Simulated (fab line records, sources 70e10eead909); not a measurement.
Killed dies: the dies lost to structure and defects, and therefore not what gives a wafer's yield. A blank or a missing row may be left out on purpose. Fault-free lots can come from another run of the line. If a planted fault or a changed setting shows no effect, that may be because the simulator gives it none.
Matching of chambers    flow nand-harc    rie-diel-03 running NHARC_THIN_TSV_ETCH_44: 4 sister chambers
The step etches the open film in CF4/O2, target depth 1594.2 nm, time 797.1 s. 14 wafers are shown with their chamber, then 7 later ones without.

## WAFERS PAIRED WITH THEIR CHAMBERS
wafer   chamber  showerhead-plenum-p-Torr (Torr)  drypump-motor-current-A (A)  rf-vpp-V (V)
L077.1  2        1.93                             6.8                          799
L077.4  1        1.76                             6.2                          790
L077.6  3        1.74                             5.0                          789
L074.1  0        1.93                             4.7                          800
L074.5  3        1.74                             5.0                          789
L074.6  0        1.94                             4.7                          800
L076.1  0        1.93                             4.7                          800
L076.2  1        1.76                             6.1                          790
L076.6  0        1.93                             4.7                          800
L089.2  3        1.74                             5.1                          788
L089.4  2        1.93                             6.8                          799
L089.5  2        1.93                             6.8                          801
L094.1  1        1.76                             6.1                          791
L094.3  2        1.93                             6.8                          800

SIGNATURES, as means of the wafers listed above
reading                   chamber 0  chamber 1  chamber 2  chamber 3  scatter within a chamber
showerhead-plenum-p-Torr  1.9325     1.7600     1.9300     1.7400     0.00274
drypump-motor-current-A   4.700      6.133      6.800      5.033      0.0365
rf-vpp-V                  800.00     790.33     799.75     788.67     0.639
Rule: for each reading, subtract the chamber's mean from the wafer's reading, divide by that reading's scatter and square the result; add these up over the readings and take the root, which gives the wafer's distance from the chamber. The wafer belongs to the nearest chamber; if the next one is less than 2 further off, it can't be placed. The scatter is the square root of a quotient: the sum, over the shown wafers, of each reading's squared deviation from its chamber's mean, divided by wafers minus chambers.

## WAFERS WITHOUT THEIR CHAMBER
wafer   showerhead-plenum-p-Torr (Torr)  drypump-motor-current-A (A)  rf-vpp-V (V)
L094.6  1.93                             6.8                          800
L086.1  1.93                             4.7                          800
L086.3  1.76                             6.2                          790
L086.5  1.74                             5.1                          790
L097.1  1.93                             4.7                          800
L097.2  1.74                             5.0                          788
L097.6  1.92                             6.8                          802

## WHICH CHAMBER EACH WENT THROUGH
wafer   from the rows above  in truth
L094.6  2                    2
L086.1  0                    0
L086.3  1                    1
L086.5  3                    3
L097.1  0                    0
L097.2  3                    3
L097.6  2                    2
Placed correctly: 7 of 7. Left unplaced by these rows: 0. Placed wrongly: 0.
